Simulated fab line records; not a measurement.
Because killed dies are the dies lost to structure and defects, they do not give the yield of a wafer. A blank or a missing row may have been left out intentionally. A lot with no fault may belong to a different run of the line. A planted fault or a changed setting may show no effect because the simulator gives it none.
Which tool did it? / flow nand_harc / 6 lots with 18 wafers sampled at 2 steps, on a route of 1159 steps

WHAT EACH GAUGE READ, for each wafer
NHARC_P_GATE_INSPECT_68.
lot=L133; measured=day 5 15:57; on=defect_inspect-02; raw_defect_count=162 215 171
lot=L136; measured=day 6 14:38; on=defect_inspect-01; raw_defect_count=151 118 161
lot=L140; measured=day 7 11:40; on=defect_inspect-01; raw_defect_count=117 109 139
lot=L143; measured=day 8 00:52; on=defect_inspect-01; raw_defect_count=201 294 129
lot=L146; measured=day 9 00:02; on=defect_inspect-01; raw_defect_count=81 160 134
lot=L151; measured=day 10 04:37; on=defect_inspect-02; raw_defect_count=186 131 217

EACH LOT AND THE TOOL THAT RAN IT (in order: tool; ch and the chambers of the sampled wafers; start)
lot=L133; NHARC_P_GATE_RTA_64=rtp_anneal-01 ch 0, day 5 14:41
lot=L136; NHARC_P_GATE_RTA_64=rtp_anneal-02 ch 0, day 6 13:01
lot=L140; NHARC_P_GATE_RTA_64=rtp_anneal-01 ch 0, day 7 10:24
lot=L143; NHARC_P_GATE_RTA_64=rtp_anneal-01 ch 0, day 7 23:35
lot=L146; NHARC_P_GATE_RTA_64=rtp_anneal-02 ch 0, day 8 22:44
lot=L151; NHARC_P_GATE_RTA_64=rtp_anneal-01 ch 0, day 10 03:20
- NHARC_P_GATE_RTA_64: time 1 s.

THE ANSWER, worked out from the rows above alone
Rule: the usual values come from the lots themselves. Put in order of their means at a reading, lots are off if they are a third of the lots or fewer, leave a main group of 4 or more, and stand apart from it by a gap of 3 or more times the standard deviation of the main group's means; of several such gaps the widest counts. The tables above print the reading to a certain number of digits; a main group whose means all agree to those digits is not used. Also off: a lot with no number at a reading for which 4 or more lots have one. Where the step has rows for the other lots, those lots are counted as sound.
No lot is off on any of the readings shown, so nothing can be concluded from this.

WHAT HAD BEEN PUT IN BY THE SIMULATOR
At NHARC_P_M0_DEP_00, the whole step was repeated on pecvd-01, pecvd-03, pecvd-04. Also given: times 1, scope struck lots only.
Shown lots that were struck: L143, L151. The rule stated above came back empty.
